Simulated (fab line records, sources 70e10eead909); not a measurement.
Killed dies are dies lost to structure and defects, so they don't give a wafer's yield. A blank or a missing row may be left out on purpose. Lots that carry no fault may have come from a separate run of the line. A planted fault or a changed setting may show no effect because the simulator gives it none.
fab line records | flow nand_harc
record lots=7 | wafers=19 | last_day=24
route steps=1159 shown A_CONTACT@938 END@1159
lots untouched by any fault: they come from a run of this same line in which no faults occurred
start_h: the number of hours between the record's first day and the start of the first shown wafer of the lot | wait_h: hours from the lot's prior step to this one | " unchanged from the row above | L1.1+2: a single row standing in for several wafers | - value missing, or start not given | * or withheld: withheld | < > ~ a bound
route shown NAME@n: NAME is a module with steps in the file, n the number in the route of the first one | usual: the fault-free wafers' mean and standard deviation | same: alike in all rows | chamber/n: place in a boat | sites: readings site by site | _std_site: their standard deviation | _edge_site: the outer-site mean with the inner-site mean subtracted | radius_mm: for every site, how far away it sits from the centre of the wafer | mask NAME#n: copy n | behind: the tool/chamber that last shaped the wafer | hold: reason for holding the lot/hours on hold/outcome of the hold | device: transistor that didn't switch, given as n, p or np | end of line: tests run on the same wafers once the route is complete | a step given without rows: its recipe and nothing more | killed: the dies lost at the first sort to structure and to defects; this is not the yield of the wafer | map: shows each die of a wafer: x if killed, . if not, _ if none is there
set.NAME: the setting the step ran with; set.NAME@STEP: the setting that earlier step ran with | model.NAME: the simulator's own value behind a step, which no gauge read
lots seen at some steps along the route; tables by step, rows by wafer
services: from which hour (start_h, from the record's first day; less than 0 if before it) a tool's chamber was out of use, for how many hours, and why
## steps
# step NHARC_A_CONTACT_DESCUM_13
# recipe time_s=3 | o2_flow_sccm=200 | ar_flow_sccm=0 | bias_power_w=0 | chemistry=O2
# step NHARC_A_CONTACT_ETCH_88
# recipe target_depth_a=390 | over_etch_frac=0.3 | time_s=65 | ion_energy_ev=80 | cf4_flow_sccm=150 | ar_flow_sccm=0 | rf_w=300 | bias_w=100 | chemistry=CF4
# usual chamber_pressure_mTorr=50.01/0.043 | drypump_motor_current_A=5.4/0.49 | oes_product_au=0.999/0.0074 | rf_vpp_V=151.1/1.2 | showerhead_plenum_p_Torr=1.77/0.068 | throttle_valve_pct=13.285/0.0098
# same time_s=65
lot.wafer | tool        | chamber | start_h | wait_h | chamber_pressure_mTorr | drypump_motor_current_A | oes_product_au | rf_hours_counter_h | rf_vpp_V | showerhead_plenum_p_Torr | throttle_valve_pct
L490.4    | rie_diel-04 | 3       | 406.02  | 0.1    | 50.02                  | 6.7                     | 0.993          | 38                 | 150.3    | 1.69                     | 13.287
L490.6    | "           | 1       | "       | "      | 50.00                  | 5.0                     | 1.007          | -                  | 151.8    | 1.74                     | 13.287
L490.5    | "           | 2       | "       | "      | 50.08                  | 5.4                     | 1.003          | -                  | 151.8    | 1.74                     | 13.286
L492.1    | rie_diel-07 | 3       | 430.36  | 0.1    | 50.05                  | 5.0                     | 0.999          | 3                  | 148.5    | 1.71                     | 13.267
L492.4    | "           | 1       | "       | "      | 49.95                  | 5.0                     | 0.998          | 3                  | 151.7    | 1.84                     | 13.270
L492.5    | "           | 3       | "       | "      | 50.00                  | 5.1                     | 1.003          | -                  | 149.5    | 1.71                     | 13.273
L493.5    | rie_diel-08 | 3       | 433.92  | 0.1    | 50.00                  | 5.5                     | 0.999          | -                  | 147.4    | 1.64                     | 13.285
L493.6    | "           | 1       | "       | "      | 50.06                  | 6.4                     | 1.011          | -                  | 150.3    | 1.70                     | 13.287
L494.2    | rie_diel-08 | 3       | 437.37  | 0.1    | 49.97                  | 5.5                     | 0.991          | 48                 | 148.5    | 1.64                     | 13.291
L494.5    | "           | 2       | "       | "      | 50.03                  | 5.2                     | 0.993          | -                  | 152.6    | 1.87                     | 13.278
L500.4    | rie_diel-08 | 3       | 477.01  | 0.1    | 49.94                  | 5.5                     | 1.001          | 67                 | 149.8    | 1.63                     | 13.292
L500.2    | "           | 0       | "       | "      | 49.95                  | 5.9                     | 0.989          | 56                 | 149.7    | 1.64                     | 13.295
L500.5    | "           | 0       | "       | "      | 50.05                  | 5.9                     | 0.987          | -                  | 148.3    | 1.64                     | 13.305
L503.1    | rie_diel-08 | 0       | 490.61  | 0.1    | 50.00                  | 5.9                     | 1.001          | 0                  | 152.7    | 1.91                     | 13.301
L503.5    | "           | 0       | "       | "      | 49.96                  | 5.9                     | 1.003          | -                  | 153.0    | 1.91                     | 13.257
L503.6    | "           | 1       | "       | "      | 50.08                  | 6.4                     | 1.003          | -                  | 149.9    | 1.70                     | 13.289
L507.1    | rie_diel-07 | 0       | 520.43  | 0.1    | 49.95                  | 5.3                     | 0.994          | 21                 | 153.0    | 1.81                     | 13.289
L507.2    | "           | 2       | "       | "      | 50.05                  | 4.9                     | 1.001          | 22                 | 151.6    | 1.80                     | 13.289
L507.5    | "           | 0       | "       | "      | 50.02                  | 5.3                     | 0.992          | -                  | 152.0    | 1.81                     | 13.290
# step NHARC_A_CONTACT_ETCH_89
# recipe target_depth_a=2600 | over_etch_frac=0.3 | time_s=475.3 | ion_energy_ev=200 | n2_flow_sccm=150 | h2_flow_sccm=150 | ar_flow_sccm=0 | rf_w=400 | bias_w=150 | chemistry=N2/H2
# step NHARC_A_CONTACT_ETCH_30
# recipe target_depth_a=605 | time_s=30.2 | cf4_flow_sccm=100 | chf3_flow_sccm=30 | ar_flow_sccm=0 | rf_w=500 | bias_w=200 | chemistry=CF4/CHF3
# step NHARC_A_CONTACT_ETCH_31
# recipe target_depth_a=20000 | over_etch_frac=0.3 | time_s=520 | ion_energy_ev=150 | o2_flow_sccm=400 | cos_flow_sccm=20 | ar_flow_sccm=0 | rf_w=500 | bias_w=300 | chemistry=O2/COS
# usual chamber_pressure_mTorr=19.999/0.019 | drypump_motor_current_A=5.3/0.49 | oes_product_au=0.999/0.0061 | rf_vpp_V=314.2/1.8 | showerhead_plenum_p_Torr=3.13/0.12 | throttle_valve_pct=28.329/0.0087
# same time_s=520
lot.wafer | tool        | chamber | start_h | wait_h | chamber_pressure_mTorr | drypump_motor_current_A | oes_product_au | rf_hours_counter_h | rf_vpp_V | showerhead_plenum_p_Torr | throttle_valve_pct
L490.4    | rie_diel-04 | 2       | -       | -      | 19.982                 | 5.4                     | 1.001          | 42                 | 314.0    | 3.08                     | 28.323
L490.6    | "           | 3       | "       | "      | 20.036                 | 6.7                     | 0.997          | -                  | 311.7    | 2.97                     | 28.333
L490.5    | "           | 0       | "       | "      | 20.008                 | 6.0                     | 1.001          | -                  | 314.8    | 3.17                     | 28.322
L492.4    | rie_diel-07 | 2       | -       | -      | 19.992                 | 4.9                     | 1.010          | 3                  | 314.7    | 3.19                     | 28.329
L492.1    | "           | 3       | "       | "      | 19.986                 | 5.1                     | 1.002          | 3                  | 311.9    | 3.02                     | 28.333
L492.5    | "           | 1       | "       | "      | 19.982                 | 5.0                     | 0.988          | -                  | 315.2    | 3.25                     | 28.337
L493.5    | rie_diel-08 | 2       | -       | -      | 20.011                 | 5.2                     | 1.003          | -                  | 316.2    | 3.31                     | 28.336
L493.6    | "           | 3       | "       | "      | 20.016                 | 5.5                     | 0.991          | -                  | 311.2    | 2.89                     | 28.331
L494.2    | rie_diel-08 | 1       | -       | -      | 19.978                 | 6.4                     | 0.992          | 44                 | 312.2    | 3.00                     | 28.329
L494.5    | "           | 2       | "       | "      | 19.980                 | 5.2                     | 1.002          | -                  | 316.9    | 3.31                     | 28.339
L500.4    | rie_diel-08 | 2       | -       | -      | 19.985                 | 5.2                     | 0.991          | 69                 | 316.7    | 3.30                     | 28.329
L500.2    | "           | 0       | "       | "      | 19.996                 | 5.9                     | 1.010          | 56                 | 311.8    | 2.90                     | 28.324
L500.5    | "           | 3       | "       | "      | 19.981                 | 5.5                     | 0.994          | -                  | 310.5    | 2.88                     | 28.335
L503.1    | rie_diel-08 | 0       | -       | -      | 20.035                 | 5.9                     | 1.004          | 1                  | 317.6    | 3.37                     | 28.335
L503.6    | "           | 1       | "       | "      | 20.009                 | 6.4                     | 1.006          | -                  | 312.2    | 2.99                     | 28.327
L503.5    | "           | 2       | "       | "      | 19.963                 | 5.2                     | 0.997          | -                  | 317.6    | 3.30                     | 28.322
L507.2    | rie_diel-07 | 1       | -       | -      | 19.983                 | 5.0                     | 1.000          | 22                 | 316.1    | 3.24                     | 28.332
L507.1    | "           | 2       | "       | "      | 19.995                 | 5.0                     | 1.008          | 23                 | 314.4    | 3.18                     | 28.349
L507.5    | "           | 0       | "       | "      | 20.024                 | 5.3                     | 1.001          | -                  | 314.4    | 3.19                     | 28.314
# step NHARC_A_CONTACT_ETCH_134
# recipe source_w=withheld | pressure_mtorr=20 | bias_v=withheld | time_s=140 | target_depth_a=7000 | ar_flow_sccm=withheld | c4f8_flow_sccm=withheld | o2_flow_sccm=withheld | chemistry=C4F8/O2/Ar
# step NHARC_A_CONTACT_ETCH_135
# recipe source_w=withheld | pressure_mtorr=20 | bias_v=3000 | time_s=132 | target_depth_a=12870 | ar_flow_sccm=withheld | c4f8_flow_sccm=withheld | o2_flow_sccm=withheld | chemistry=C4F8/O2/Ar
# usual chamber_pressure_mTorr=20.000/0.019
# same time_s=132
lot.wafer | tool            | chamber | start_h | wait_h | chamber_pressure_mTorr | rf_hours_counter_h
L490.4    | har_cap_etch-01 | 0       | 407.39  | 0.2    | 19.938                 | -
L490.6    | "               | 1       | "       | "      | 19.981                 | -
L490.5    | "               | 0       | "       | "      | 19.977                 | -
L492.1    | har_cap_etch-01 | 0       | 431.49  | 0.2    | 20.000                 | 70
L492.4    | "               | 1       | "       | "      | 19.996                 | -
L492.5    | "               | 1       | "       | "      | 19.994                 | -
L493.6    | har_cap_etch-03 | 1       | 435.71  | 0.1    | 19.995                 | -
L493.5    | "               | 0       | "       | "      | 20.016                 | -
L494.2    | har_cap_etch-02 | 1       | 438.62  | 0.2    | 20.000                 | 21
L494.5    | "               | 0       | "       | "      | 19.984                 | -
L500.2    | har_cap_etch-03 | 1       | 478.28  | 0.2    | 19.989                 | 97
L500.4    | "               | 0       | "       | "      | 19.992                 | -
L500.5    | "               | 0       | "       | "      | 19.999                 | -
L503.1    | har_cap_etch-02 | 0       | 491.72  | 0.2    | 19.972                 | 31
L503.6    | "               | 0       | "       | "      | 19.993                 | -
L503.5    | "               | 1       | "       | "      | 20.003                 | -
L507.1    | har_cap_etch-03 | 1       | 521.53  | 0.2    | 19.998                 | 103
L507.2    | "               | 0       | "       | "      | 20.022                 | 103
L507.5    | "               | 0       | "       | "      | 19.991                 | -
# step NHARC_A_CONTACT_ETCH_136
# recipe source_w=withheld | pressure_mtorr=20 | bias_v=3000 | time_s=132 | target_depth_a=12870 | ar_flow_sccm=withheld | c4f8_flow_sccm=withheld | o2_flow_sccm=withheld | chemistry=C4F8/O2/Ar
# step NHARC_A_CONTACT_ETCH_137
# recipe source_w=withheld | pressure_mtorr=20 | bias_v=3000 | time_s=132 | target_depth_a=12870 | ar_flow_sccm=withheld | c4f8_flow_sccm=withheld | o2_flow_sccm=withheld | chemistry=C4F8/O2/Ar
# step NHARC_A_CONTACT_ETCH_138
# recipe source_w=withheld | pressure_mtorr=20 | bias_v=3000 | time_s=132 | target_depth_a=12890 | ar_flow_sccm=withheld | c4f8_flow_sccm=withheld | o2_flow_sccm=withheld | chemistry=C4F8/O2/Ar
# step NHARC_A_CONTACT_ETCH_139
# recipe source_w=withheld | pressure_mtorr=20 | bias_v=400 | time_s=137 | target_depth_a=5900 | ar_flow_sccm=withheld | c4f8_flow_sccm=11.5 | o2_flow_sccm=7.2 | chemistry=C4F8/O2/Ar
# usual chamber_pressure_mTorr=20.001/0.017
# same time_s=137
lot.wafer | tool            | chamber | start_h | wait_h | chamber_pressure_mTorr | rf_hours_counter_h
L490.4    | har_cap_etch-01 | 0       | 408.20  | 0.2    | 20.009                 | -
L490.6    | "               | 1       | "       | "      | 20.006                 | -
L490.5    | "               | 0       | "       | "      | 19.986                 | -
L492.1    | har_cap_etch-01 | 0       | 432.00  | 0.1    | 20.001                 | 70
L492.4    | "               | 1       | "       | "      | 19.972                 | -
L492.5    | "               | 1       | "       | "      | 19.986                 | -
L493.6    | har_cap_etch-03 | 1       | 436.27  | 0.2    | 19.974                 | -
L493.5    | "               | 0       | "       | "      | 19.999                 | -
L494.2    | har_cap_etch-02 | 1       | 439.11  | 0.1    | 20.020                 | 22
L494.5    | "               | 0       | "       | "      | 20.003                 | -
L500.2    | har_cap_etch-03 | 1       | 478.78  | 0.1    | 20.007                 | 97
L500.4    | "               | 0       | "       | "      | 20.029                 | -
L500.5    | "               | 0       | "       | "      | 20.020                 | -
L503.1    | har_cap_etch-02 | 0       | 492.20  | 0.1    | 19.999                 | 32
L503.6    | "               | 0       | "       | "      | 19.998                 | -
L503.5    | "               | 1       | "       | "      | 20.006                 | -
L507.1    | har_cap_etch-03 | 1       | 522.02  | 0.1    | 20.002                 | 103
L507.2    | "               | 0       | "       | "      | 19.968                 | 103
L507.5    | "               | 0       | "       | "      | 19.979                 | -
# step NHARC_A_CONTACT_ETCH_92
# recipe target_depth_a=400 | over_etch_frac=0.5 | time_s=85.7 | ion_energy_ev=120 | ch3f_flow_sccm=50 | o2_flow_sccm=30 | ar_flow_sccm=200 | rf_w=500 | bias_w=100 | chemistry=CH3F/O2
# usual chamber_pressure_mTorr=24.999/0.024 | drypump_motor_current_A=5.4/0.53 | oes_product_au=0.934/0.025 | rf_vpp_V=244.3/1.8 | showerhead_plenum_p_Torr=2.45/0.11 | throttle_valve_pct=20.665/0.0084
# same time_s=85.7
lot.wafer | tool        | chamber | start_h | wait_h | chamber_pressure_mTorr | drypump_motor_current_A | oes_product_au | rf_hours_counter_h | rf_vpp_V | showerhead_plenum_p_Torr | throttle_valve_pct
L490.4    | rie_diel-08 | 2       | 408.54  | 0.3    | 24.966                 | 5.2                     | 0.915          | 40                 | 246.9    | 2.62                     | 20.677
L490.5    | "           | 1       | "       | "      | 24.995                 | 6.4                     | 0.925          | -                  | 243.3    | 2.37                     | 20.672
L490.6    | "           | 2       | "       | "      | 25.025                 | 5.2                     | 0.924          | -                  | 245.5    | 2.62                     | 20.663
L492.4    | rie_diel-07 | 3       | 432.40  | 0.3    | 25.031                 | 5.1                     | 0.927          | 3                  | 243.0    | 2.38                     | 20.657
L492.1    | "           | 0       | "       | "      | 25.009                 | 5.3                     | 0.929          | 3                  | 245.1    | 2.52                     | 20.652
L492.5    | "           | 2       | "       | "      | 25.036                 | 5.0                     | 0.938          | -                  | 245.3    | 2.52                     | 20.659
L493.6    | rie_diel-07 | 2       | 436.58  | 0.3    | 24.965                 | 5.0                     | 0.942          | -                  | 245.1    | 2.52                     | 20.665
L493.5    | "           | 3       | "       | "      | 24.990                 | 5.1                     | 0.933          | -                  | 243.1    | 2.38                     | 20.661
L494.2    | rie_diel-07 | 0       | 439.53  | 0.4    | 25.038                 | 5.3                     | 0.916          | 4                  | 245.9    | 2.52                     | 20.662
L494.5    | "           | 3       | "       | "      | 24.996                 | 5.0                     | 0.922          | -                  | 243.5    | 2.38                     | 20.671
L500.2    | rie_diel-07 | 2       | 479.16  | 0.3    | 24.978                 | 5.0                     | 0.921          | 15                 | 245.9    | 2.51                     | 20.673
L500.4    | "           | 3       | "       | "      | 25.001                 | 5.1                     | 0.926          | 14                 | 242.2    | 2.37                     | 20.659
L500.5    | "           | 1       | "       | "      | 24.979                 | 5.0                     | 0.925          | -                  | 247.3    | 2.56                     | 20.659
L503.1    | rie_diel-04 | 3       | 492.62  | 0.4    | 25.000                 | 6.7                     | 0.997          | 5                  | 242.1    | 2.33                     | 20.664
L503.5    | "           | 2       | "       | "      | 24.987                 | 5.4                     | 1.012          | -                  | 244.6    | 2.41                     | 20.676
L503.6    | "           | 3       | "       | "      | 25.019                 | 6.7                     | 0.999          | -                  | 244.1    | 2.33                     | 20.661
L507.2    | rie_diel-08 | 1       | 522.42  | 0.3    | 25.004                 | 6.4                     | 0.931          | 16                 | 243.1    | 2.35                     | 20.664
L507.1    | "           | 2       | "       | "      | 24.978                 | 5.2                     | 0.939          | 15                 | 247.1    | 2.60                     | 20.660
L507.5    | "           | 2       | "       | "      | 24.956                 | 5.2                     | 0.927          | -                  | 245.7    | 2.60                     | 20.649
# step NHARC_A_CONTACT_ETCH_98
# recipe target_depth_a=200 | over_etch_frac=0.5 | time_s=10 | ion_energy_ev=250 | c4f6_flow_sccm=25 | o2_flow_sccm=20 | ar_flow_sccm=500 | rf_w=600 | bias_w=500 | chemistry=C4F6/O2
# usual chamber_pressure_mTorr=30.001/0.025 | drypump_motor_current_A=5.5/0.53 | oes_product_au=0.958/0.02 | rf_vpp_V=546/3.6 | showerhead_plenum_p_Torr=3.91/0.16 | throttle_valve_pct=26.903/0.0086
# same time_s=10
lot.wafer | tool        | chamber | start_h | wait_h | chamber_pressure_mTorr | drypump_motor_current_A | oes_product_au | rf_hours_counter_h | rf_vpp_V | showerhead_plenum_p_Torr | throttle_valve_pct
L490.4    | rie_diel-08 | 1       | 408.67  | -      | 29.983                 | 6.4                     | 0.960          | 35                 | 543      | 3.79                     | 26.894
L490.5    | "           | 3       | "       | "      | 30.017                 | 5.5                     | 0.937          | -                  | 542      | 3.65                     | 26.901
L490.6    | "           | 0       | "       | "      | 30.016                 | 5.9                     | 0.925          | -                  | 541      | 3.66                     | 26.903
L492.4    | rie_diel-07 | 1       | 432.50  | -      | 30.005                 | 5.0                     | 0.953          | 4                  | 551      | 4.08                     | 26.890
L492.1    | "           | 3       | "       | "      | 29.990                 | 5.1                     | 0.949          | 3                  | 543      | 3.80                     | 26.910
L492.5    | "           | 2       | "       | "      | 29.991                 | 5.0                     | 0.956          | -                  | 547      | 4.01                     | 26.894
L493.6    | rie_diel-07 | 2       | 436.67  | -      | 29.968                 | 5.0                     | 0.737          | -                  | 549      | 4.01                     | 26.899
L493.5    | "           | 3       | "       | "      | 29.990                 | 5.1                     | 0.738          | -                  | 543      | 3.80                     | 26.891
L494.2    | rie_diel-07 | 1       | 439.66  | -      | 29.993                 | 5.0                     | 0.930          | 4                  | 550      | 4.08                     | 26.896
L494.5    | "           | 0       | "       | "      | 30.022                 | 5.3                     | 0.730          | -                  | 549      | 4.02                     | 26.901
L500.4    | rie_diel-07 | 2       | 479.29  | -      | 30.003                 | 5.0                     | 0.953          | 15                 | 548      | 4.00                     | 26.902
L500.2    | "           | 3       | "       | "      | 30.010                 | 5.1                     | 0.941          | 14                 | 545      | 3.79                     | 26.898
L500.5    | "           | 0       | "       | "      | 29.982                 | 5.3                     | 0.731          | -                  | 548      | 4.01                     | 26.902
L503.1    | rie_diel-04 | 0       | 492.75  | -      | 30.000                 | 5.9                     | 0.994          | 5                  | 549      | 3.97                     | 26.911
L503.6    | "           | 3       | "       | "      | 29.965                 | 6.7                     | 0.989          | -                  | 543      | 3.73                     | 26.901
L503.5    | "           | 0       | "       | "      | 30.001                 | 5.9                     | 0.982          | -                  | 549      | 3.97                     | 26.917
L507.1    | rie_diel-08 | 1       | 522.56  | -      | 29.985                 | 6.4                     | 0.941          | 16                 | 544      | 3.76                     | 26.903
L507.2    | "           | 0       | "       | "      | 30.010                 | 5.9                     | 0.939          | 17                 | 552      | 4.22                     | 26.907
L507.5    | "           | 2       | "       | "      | 30.021                 | 5.2                     | 0.954          | -                  | 550      | 4.13                     | 26.902
# step NHARC_A_CONTACT_CD_MEAS_15
# usual cd_nm=89.8/0.56
lot.wafer | tool      | chamber | start_h | wait_h | cd_nm
L490.4    | cd_sem-03 | -       | 408.75  | -      | 90.0
L490.5    | "         | -       | "       | "      | 89.7
L490.6    | "         | -       | "       | "      | 90.4
L492.1    | cd_sem-02 | -       | 432.58  | -      | 89.9
L492.4    | "         | -       | "       | "      | 90.0
L492.5    | "         | -       | "       | "      | 90.2
L493.5    | cd_sem-02 | -       | 436.75  | -      | 90.0
L493.6    | "         | -       | "       | "      | 90.0
L494.2    | cd_sem-02 | -       | 439.74  | -      | 89.6
L494.5    | "         | -       | "       | "      | 89.5
L500.2    | cd_sem-02 | -       | 479.36  | -      | 90.4
L500.4    | "         | -       | "       | "      | 90.6
L500.5    | "         | -       | "       | "      | 90.9
L503.1    | cd_sem-02 | -       | 492.82  | -      | 90.1
L503.5    | "         | -       | "       | "      | 90.4
L503.6    | "         | -       | "       | "      | 90.3
L507.1    | cd_sem-03 | -       | 522.64  | -      | 89.7
L507.2    | "         | -       | "       | "      | 89.3
L507.5    | "         | -       | "       | "      | 89.8
# step NHARC_END_SORT_01
# recipe temp_c=25
# usual killed_at_array=27/11 | killed_at_other=0.7/0.93 | killed_at_periphery=2.9/1.9 | killed_dies=30/11 | killed_open=3.1/1.7 | killed_short=1.9/1.3
# same gross_dies=677
lot.wafer | tool      | chamber | start_h | wait_h | killed_at_array | killed_at_other | killed_at_periphery | killed_dies | killed_open | killed_short
L492.1    | prober-01 | 0       | 482.21  | 2.5    | 36              | 0               | 4                   | 40          | 5           | 2
L492.4    | prober-01 | 0       | 484.64  | 3.4    | 46              | 0               | 0                   | 46          | 1           | 4
L492.5    | prober-01 | 0       | 485.45  | 3.7    | 33              | 0               | 2                   | 35          | 4           | 0
L494.5    | prober-01 | 0       | 493.24  | 3.7    | 673             | 0               | 1                   | 674         | 4           | 2
L493.5    | prober-02 | 0       | 492.05  | 3.7    | 672             | 1               | 3                   | 676         | 5           | 0
L493.6    | prober-02 | 0       | 492.85  | 4.0    | 672             | 0               | 2                   | 674         | 3           | 2
L500.2    | prober-01 | 0       | 550.39  | 2.8    | 32              | 0               | 3                   | 35          | 6           | 3
L500.4    | prober-01 | 0       | 551.97  | 3.4    | 37              | 1               | 0                   | 38          | 2           | 1
L500.5    | prober-01 | 0       | 552.76  | 3.7    | 665             | 0               | 3                   | 668         | 2           | 1
# killed by level:class
L492.1 A_CHANNEL_HOLE_D1:chamber_film_flake=11 A_SLIT:chamber_film_flake=11 A_STAIRCASE:chamber_film_flake=7 A_CONTACT:chamber_film_flake=2 P_GATE:geometric_particle:open=1 P_CONTACT:geometric_particle:open=1 P_M0:geometric_particle:open=1 A_CHANNEL_FILL_D1:geometric_particle:open=1
L492.4 A_SLIT:chamber_film_flake=16 A_CHANNEL_HOLE_D1:chamber_film_flake=14 A_STAIRCASE:chamber_film_flake=8 A_ONON_D1:geometric_particle:short=2 A_CHANNEL_FILL_D1:geometric_particle:short=2 A_CONTACT:chamber_film_flake=2 A_CHANNEL_FILL_D1:geometric_particle:open=1 A_ZERO_WELL:chamber_film_flake=1
L492.5 A_SLIT:chamber_film_flake=13 A_CHANNEL_HOLE_D1:chamber_film_flake=11 A_CONTACT:chamber_film_flake=3 P_CONTACT:geometric_particle:open=2 A_STAIRCASE:chamber_film_flake=2 A_WL_FILL:geometric_particle:open=1 A_CONTACT:geometric_particle:open=1 A_ZERO_WELL:chamber_film_flake=1
L493.5 A_CONTACT:area_etch=658 A_CHANNEL_HOLE_D1:chamber_film_flake=4 A_CONTACT:chamber_film_flake=4 A_STAIRCASE:chamber_film_flake=2 P_CONTACT:geometric_particle:open=1 P_M2:geometric_particle:open=1 A_ONON_D1:geometric_particle:open=1 A_WL_FILL:geometric_particle:open=1
L493.6 A_CONTACT:area_etch=646 A_STAIRCASE:chamber_film_flake=7 A_CONTACT:chamber_film_flake=7 A_SLIT:chamber_film_flake=5 A_CHANNEL_HOLE_D1:chamber_film_flake=3 A_CHANNEL_FILL_D1:geometric_particle:open=2 P_M2:geometric_particle:short=1 A_WL_FILL:geometric_particle:short=1
L494.5 A_CONTACT:area_etch=640 A_CHANNEL_HOLE_D1:chamber_film_flake=16 A_STAIRCASE:chamber_film_flake=9 A_CONTACT:geometric_particle:open=2 P_CONTACT:geometric_particle:open=1 A_SGD_CUT:geometric_particle:short=1 A_CONTACT:geometric_particle:short=1 A_M0:geometric_particle:open=1
L500.2 A_SLIT:chamber_film_flake=14 A_CHANNEL_HOLE_D1:chamber_film_flake=7 A_CONTACT:geometric_particle:open=2 A_CONTACT:chamber_film_flake=2 A_M1:chamber_film_flake=2 P_CONTACT:geometric_particle:open=1 P_M0:geometric_particle:short=1 A_ONON_D1:geometric_particle:short=1
L500.4 A_SLIT:chamber_film_flake=15 A_M1:chamber_film_flake=10 A_CHANNEL_HOLE_D1:chamber_film_flake=7 A_CONTACT:chamber_film_flake=2 A_ONON_D1:geometric_particle:short=1 A_ONON_D1:geometric_particle:open=1 A_M0:geometric_particle:open=1 THIN_TSV:chamber_film_flake=1
L500.5 A_CONTACT:area_etch=642 A_SLIT:chamber_film_flake=13 A_M1:chamber_film_flake=4 A_CHANNEL_HOLE_D1:chamber_film_flake=3 A_CONTACT:chamber_film_flake=2 P_GATE:geometric_particle:open=1 P_M0:geometric_particle:open=1 A_ONON_D1:geometric_particle:short=1
# map L493.5 (x killed, . not)
____________x____________
_________xxxxxxx_________
_______xxxxxxxxxxx_______
______xxxxxxxxxxxxx______
_____xxxxxxxxxxxxxxx_____
____xxxxxxxxxxxxxxxxx____
____xxxxxxxxxxxxxxxxx____
___xxxxxxxxxxxxxxxxxxx___
___xxxxxxxxxxxxxxxxxxx___
__xxxxxxxxxxxxxxxxxxxxx__
__xxxxxxxxxxxxxxxxxxxxx__
_xxxxxxxxxxxxxxxxxxxxxxx_
_xxxxxxxxxxxxxxxxxxxxxxx_
_xxxxxxxxxxxxxxxxxxxxxxx_
_xxxxxxxxxxxxxxxxxxxxxxx_
_xxxxxxxxxxxxxxxxxxxxxxx_
xxxxxxxxxxxxxxxxxxxxxxxxx
xxxxxxxxxxxxxxxxxxxxxxxxx
xxxxxxxxxxxxxxxxxxxxxxxxx
xxxxxxxxxxxxxxxxxxxxxxxxx
xxxxxxxxxxxxxxxxxxxxxxxxx
_xxxxxxxxxxxxxxxxxxxxxxx_
_xxxxxxxxxxxxxxxxxxxxxxx_
_xxxxxxxxxxxxxxxxxxxxxxx_
_xxxxxxxxxxxxxxxxxxxxxxx_
_xxxxxxxxxxxxxxxxxxxxxxx_
__xxxxxxxxxxxxxxxxxxxxx__
__xxxxxxxxxxxxxxxxxxxxx__
___xxxxxxxxxxxxxxxxxxx___
___xxxxxxxxxxxxxxxxxxx___
____xxxxxxxxxxxxxxxxx____
____xxxxxxxxxxxxxxxxx____
_____xxxxxxxxxxxxxxx_____
______xxxxxxxx.xxxx______
_______xxxxxxxxxxx_______
_________xxxxxxx_________
____________x____________
# map L494.5 (x killed, . not)
____________x____________
_________xxxxxxx_________
_______xxxxxxxxxxx_______
______xxxxxxxxxxxxx______
_____xxxxxxxxxxxxxxx_____
____xxxxxxxxxxxxxxxxx____
____xxxxxxxxxxxxxxxxx____
___xxxxxxxxxxxxxxxxxxx___
___xxxxxxxxxxxxxxxxxxx___
__xxxxxxxxxxxxxxxxxxxxx__
__xxxxxxxxxxxxxxxxxxxxx__
_xxxxxxxxxxxxxxxxxxxxxxx_
_xxxxxxxxxxxxxxxxxxxxxxx_
_xxxxxxxxxxxxxxxxxxxxxxx_
_xxxxxxxxxxxxxxxxxxxxxxx_
_xxxxxxxxxxxxxxxxxxxxxxx_
xxxxxxxxxxxxxxxxxxxxxxxxx
xxxxxxxxxxxxxxxxxxxxxxxxx
xxxxxxxxxxxxxxxxxxxxxxxxx
xxxxxxxxxxxxxxxxxxxxxxxxx
xxxxxxxxxxxxxxxxxxxxxxxxx
_xxxxxxxxxxxxxxxxxxxxxxx_
_xxxxxxxxxxxxxxxxxxxxxxx_
_xxxxxxxxxxxxxxxxxxxxxxx_
_xxxxxxxxxxxxxxxxxxxxxxx_
_xxxxxxxxxxxxxxxxxxxxxxx_
__xxxxxxxxxxxxxxxxxxxxx__
__xxxxxxxxxxx.xxxxxxxxx__
___xxxxxxxxx.x.xxxxxxx___
___xxxxxxxxxxxxxxxxxxx___
____xxxxxxxxxxxxxxxxx____
____xxxxxxxxxxxxxxxxx____
_____xxxxxxxxxxxxxxx_____
______xxxxxxxxxxxxx______
_______xxxxxxxxxxx_______
_________xxxxxxx_________
____________x____________
## services
tool            | chamber | start_h | hours | kind
rie_diel-07     | 0       | 384.28  | -     | clean
rie_diel-07     | 1       | 384.28  | -     | clean
rie_diel-07     | 2       | 384.28  | -     | clean
rie_diel-07     | 3       | 384.28  | -     | clean
rie_diel-08     | 0       | 385.42  | -     | clean
rie_diel-08     | 1       | 385.42  | -     | clean
rie_diel-08     | 2       | 385.42  | -     | clean
rie_diel-08     | 3       | 385.42  | -     | clean
rie_diel-07     | -       | 405.27  | 9.0   | pm
rie_diel-07     | 0       | 405.27  | 9.0   | vent_cycle
rie_diel-07     | 1       | 405.27  | 9.0   | vent_cycle
rie_diel-07     | 2       | 405.27  | 9.0   | vent_cycle
rie_diel-07     | 3       | 405.27  | 9.0   | vent_cycle
rie_diel-08     | 0       | 409.92  | -     | clean
rie_diel-08     | 1       | 409.92  | -     | clean
rie_diel-08     | 2       | 409.92  | -     | clean
har_cap_etch-01 | -       | 416.83  | 0.6   | repair
rie_diel-04     | 2       | 418.50  | 1.2   | repair
rie_diel-08     | 0       | 433.33  | 29.2  | repair
rie_diel-04     | -       | 466.02  | 9.0   | pm
rie_diel-08     | -       | 479.11  | 9.0   | pm
rie_diel-04     | -       | 490.87  | 0.7   | repair
har_cap_etch-03 | -       | 492.53  | 0.7   | repair
rie_diel-04     | -       | 501.97  | 2.3   | repair
## key
first_sign step=NHARC_A_CONTACT_ETCH_98 | reading=oes_product_au | direction=down | sigmas=11 | usual=0.958 | struck=0.734
effect step=NHARC_END_SORT_01 | reading=killed_at_array | direction=up | sigmas=59 | usual=27 | struck=670
more_kills_born_at NHARC_A_CONTACT_ETCH_98@rie_diel-07=2586
met_at NHARC_A_CONTACT_ETCH_98
struck_wafers L493.5,L493.6,L494.5,L500.5
later_rows_left_out L493.5,L493.6,L494.5,L500.5
tester_left_out L493,L494,L500
onset_between 432.50 436.67
fault kind=process_parameter_drift | tool=rie_diel-07 | chamber=- | onset_h=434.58 | steps=NHARC_A_CONTACT_ETCH_98 | channel=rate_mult | offset=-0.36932 | shape=step | end_h=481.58 | scope=struck_wafers_only
# tester_left_out: of these lots the tester's yield and bins aren't shown, on N5 and GAA mostly nor the transistor test; their killed dies are dies lost to structure and defects alone, not to doping, threshold or leakage, so they don't give the yield
# later_rows_left_out: the simulator's readings of these wafers behind a module that went badly wrong aren't trusted and aren't shown, but for the sort
